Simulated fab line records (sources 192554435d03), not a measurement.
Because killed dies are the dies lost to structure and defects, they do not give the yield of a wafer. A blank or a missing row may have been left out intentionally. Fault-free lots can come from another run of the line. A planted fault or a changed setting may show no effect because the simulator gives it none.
Which tool is to blame? -- flow n5 finfet -- 10 lots with 29 wafers sampled at 6 steps, on a route of 1938 steps

WHAT THE GAUGES READ, wafer by wafer
N5_BEOL_M4_RC_MEAS_101. Usual: DIBL_N 36.2 mV/V, standard deviation 1.7; DIBL_P 36.6 mV/V, standard deviation 1.9; IOFF_N 0.16 nA/um, standard deviation 0.032; IOFF_P 0.21 nA/um, standard deviation 0.037; ION_N 675 uA/um, standard deviation 12; ION_P 460 uA/um, standard deviation 8.1; SS_N 71.4 mV/dec, standard deviation 0.58; SS_P 73.4 mV/dec, standard deviation 0.64; VT_N 249 mV, standard deviation 3.2; VT_P -252 mV, standard deviation 3.4.
lot,measured,on,DIBL_N (mV/V),DIBL_P (mV/V),IOFF_N (nA/um),IOFF_P (nA/um),ION_N (uA/um),ION_P (uA/um),SS_N (mV/dec),SS_P (mV/dec),VT_N (mV),VT_P (mV),flag
L183,day 7 22:44,prober-02,39.2 36.3,38.4 35.2,0.20 0.15,0.22 0.18,673 674,452 459,72.1 70.1,73.8 73.3,246 248,-252 -252,
L185,day 8 10:26,prober-01,38.3 40.0 36.8,38.3 40.5 37.0,0.19 0.24 0.18,0.26 0.31 0.24,684 685 685,460 469 466,71.3 72.7 71.6,74.0 74.1 73.1,246 244 247,-247 -242 -246,
L186,day 8 15:17,prober-02,38.1 34.9 36.7,38.5 35.8 37.3,0.19 0.14 0.17,0.23 0.19 0.21,682 657 676,462 450 462,72.5 71.9 71.4,73.5 72.8 73.5,248 253 250,-250 -253 -253,
L188,day 9 02:31,prober-02,37.4 34.8 35.5,38.4 34.5 35.5,0.18 0.13 0.15,0.23 0.16 0.18,679 674 671,467 461 458,71.6 70.8 70.8,74.6 73.0 73.6,249 251 251,-246 -251 -253,
L190,day 9 11:34,prober-02,36.8 35.1 36.4,38.0 37.1 37.7,0.17 0.14 0.16,0.21 0.18 0.20,669 669 672,454 451 450,72.3 71.1 71.1,73.7 72.7 73.2,248 251 246,-254 -251 -253,
L191,day 9 11:06,prober-01,39.4 39.1 38.0,39.6 39.7 38.2,0.27 0.25 0.23,0.30 0.30 0.27,700 697 697,471 473 471,72.8 71.7 71.8,74.4 74.9 73.8,242 241 242,-245 -244 -250,
L199,day 12 01:31,prober-01,35.6 37.8 35.9,36.4 38.3 36.5,0.15 0.20 0.15,0.20 0.23 0.21,665 670 678,455 455 462,71.0 72.0 71.7,73.4 73.8 73.6,251 246 251,-249 -251 -252,
L200,day 12 00:05,prober-02,37.1 35.6 34.8,37.9 35.9 34.4,0.17 0.15 0.13,0.21 0.17 0.16,678 657 667,463 450 454,71.4 71.7 71.3,73.3 73.1 72.4,248 248 251,-251 -254 -255,
L201,day 12 03:40,prober-01,34.6 36.3 36.0,34.0 37.4 36.6,0.14 0.16 0.15,0.15 0.19 0.17,679 667 680,461 451 455,70.6 71.6 72.1,73.0 73.7 73.5,249 250 250,-256 -254 -256,
L206,day 13 08:45,prober-02,37.0 35.7 37.2,35.9 34.2 37.3,0.16 0.13 0.17,0.21 0.19 0.23,680 666 684,465 460 469,71.2 69.8 71.0,72.9 72.2 73.9,249 254 249,-253 -250 -247,

TOOL THAT RAN EACH LOT (tool first, then ch and the chambers of the sampled wafers, then the start)
lot,N5_BEOL_M1_ANNEAL_93,N5_BEOL_M1_SPUTTER_94,N5_BEOL_M1_ECD_50,N5_BEOL_M1_ANNEAL_51,N5_BEOL_M1_CMP_52
L183,"pvd sputter-03, day 6 13:25","pvd sputter-03, day 6 13:33","ecd cu-01 ch 0,1, day 6 13:53","rtp anneal-01 ch 0, day 6 13:58","cmp-01 ch 0, day 6 14:18"
L185,"pvd sputter-03, day 6 19:01","pvd sputter-03, day 6 19:09","ecd cu-02 ch 0,1, day 6 19:29","rtp anneal-01 ch 0, day 6 19:37","cmp-04 ch 0,1,3, day 6 19:52"
L186,"pvd sputter-03, day 7 02:07","pvd sputter-03, day 7 02:15","ecd cu-01 ch 0,1, day 7 02:35","rtp anneal-01 ch 0, day 7 02:44","cmp-04 ch 0,2,3, day 7 03:04"
L188,"pvd sputter-03, day 7 15:28","pvd sputter-03, day 7 15:36","ecd cu-01 ch 0,1, day 7 15:57","rtp anneal-01 ch 0, day 7 16:06","cmp-01 ch 1,2, day 7 16:21"
L190,"pvd sputter-02, day 8 05:28","pvd sputter-02, day 8 05:37","ecd cu-02 ch 0,1, day 8 05:56","rtp anneal-02 ch 0, day 8 06:13","cmp-01 ch 1,2,3, day 8 06:28"
L191,"pvd sputter-03, day 8 09:10","pvd sputter-03, day 8 09:18","ecd cu-01 ch 1, day 8 09:38","rtp anneal-01 ch 0, day 8 09:43","cmp-01 ch 0,2,3, day 8 10:03"
L199,"pvd sputter-01, day 10 11:44","pvd sputter-01, day 10 11:52","ecd cu-01 ch 0,1, day 10 12:12","rtp anneal-02 ch 0, day 10 12:26","cmp-04 ch 0,3, day 10 12:44"
L200,"pvd sputter-02, day 10 12:04","pvd sputter-02, day 10 12:13","ecd cu-01 ch 0,1, day 10 12:34","rtp anneal-01 ch 0, day 10 12:59","cmp-01 ch 0,2,3, day 10 13:11"
L201,"pvd sputter-02, day 10 17:26","pvd sputter-02, day 10 17:34","ecd cu-01 ch 0,1, day 10 17:55","rtp anneal-02 ch 0, day 10 18:09","cmp-03 ch 0,2,3, day 10 18:35"
L206,"pvd sputter-03, day 12 05:38","pvd sputter-03, day 12 05:47","ecd cu-02 ch 0,1, day 12 06:07","rtp anneal-02 ch 0, day 12 06:12","cmp-01 ch 0,1,2, day 12 06:34"
- N5_BEOL_M1_ANNEAL_93: time 240 s.
- N5_BEOL_M1_SPUTTER_94: material Cu, target thk 4.5 nm, time 8.29 s.
- N5_BEOL_M1_ECD_50: material Cu, target thk 300 nm.
- N5_BEOL_M1_ANNEAL_51: time 90 s.
- N5_BEOL_M1_CMP_52: polishes, stops on SiOC, t overpolish 6.8 s, target thk 40 nm.

WHAT THE TOOLS THEMSELVES READ (means of the sampled wafers that have a number; where no wafer has one, the mark that the record gives instead)
N5_BEOL_M1_ANNEAL_93. Usual: heater power w at 811 W, with a standard deviation of 65.
lot,tool,heater power w (W),flag
L183,pvd sputter-03,782,
L185,pvd sputter-03,759,
L186,pvd sputter-03,768,
L188,pvd sputter-03,771,
L190,pvd sputter-02,860,
L191,pvd sputter-03,757,
L199,pvd sputter-01,883,
L200,pvd sputter-02,839,
L201,pvd sputter-02,886,
L206,pvd sputter-03,805,

N5_BEOL_M1_SPUTTER_94. Usual: throttle valve pct at 29.8 %, with a standard deviation of 0.96.
lot,tool,throttle valve pct (%),flag
L183,pvd sputter-03,28.8,
L185,pvd sputter-03,29.8,
L186,pvd sputter-03,29.2,
L188,pvd sputter-03,29.1,
L190,pvd sputter-02,30.3,
L191,pvd sputter-03,29.9,
L199,pvd sputter-01,29.3,
L200,pvd sputter-02,29.6,
L201,pvd sputter-02,30.7,
L206,pvd sputter-03,30.5,

N5_BEOL_M1_ANNEAL_51. Usual: wafer_temp_C_max at 226.05, with a standard deviation of 0.3.
lot,tool,wafer_temp_C_max,flag
L183,rtp anneal-01,225.70,
L185,rtp anneal-01,226.07,
L186,rtp anneal-01,225.88,
L188,rtp anneal-01,226.01,
L190,rtp anneal-02,226.35,
L191,rtp anneal-01,225.89,
L199,rtp anneal-02,226.11,
L200,rtp anneal-01,225.71,
L201,rtp anneal-02,225.75,
L206,rtp anneal-02,226.02,

N5_BEOL_M1_CMP_52. Usual: motor current A 6.2 A, standard deviation 0.8; pad life wafers 674, standard deviation 440; slurry filter dp kPa 13.50 kPa, standard deviation 0.13; time to endpoint s 63 s, standard deviation 3.3.
lot,tool,motor current A (A),pad life wafers,slurry filter dp kPa (kPa),time to endpoint s (s),flag
L183,cmp-01,5.5,235,13.36,58,
L185,cmp-04,6.5,433,13.49,61,
L186,cmp-04,6.5,506,13.54,65,
L188,cmp-01,5.6,356,13.44,62,
L190,cmp-01,5.8,469,13.56,61,
L191,cmp-01,5.9,482,13.56,62,
L199,cmp-04,5.9,1116,13.55,60,
L200,cmp-01,5.9,949,13.58,54,
L201,cmp-03,6.6,68,13.38,58,
L206,cmp-01,5.5,1346,13.52,66,

THE ANSWER, worked out from the rows above alone
Rule: take the mean of a lot's wafers that have a number; if it is more than 3 standard deviations from the usual mean, the lot is off. Also off: a lot with no number at a reading for which 4 or more lots have one. Where the step has rows for the other lots, those lots are counted as sound. Order of review: gauges by route order, followed by the tools' own readings, for which a lot's mean as printed above is used. At the first step where some lot is off, the reading lying furthest off is the one used; lots without a number count as furthest.
No lot is off at any reading shown: from this, nothing can be told.

WHAT THE SIMULATOR HAD INSERTED
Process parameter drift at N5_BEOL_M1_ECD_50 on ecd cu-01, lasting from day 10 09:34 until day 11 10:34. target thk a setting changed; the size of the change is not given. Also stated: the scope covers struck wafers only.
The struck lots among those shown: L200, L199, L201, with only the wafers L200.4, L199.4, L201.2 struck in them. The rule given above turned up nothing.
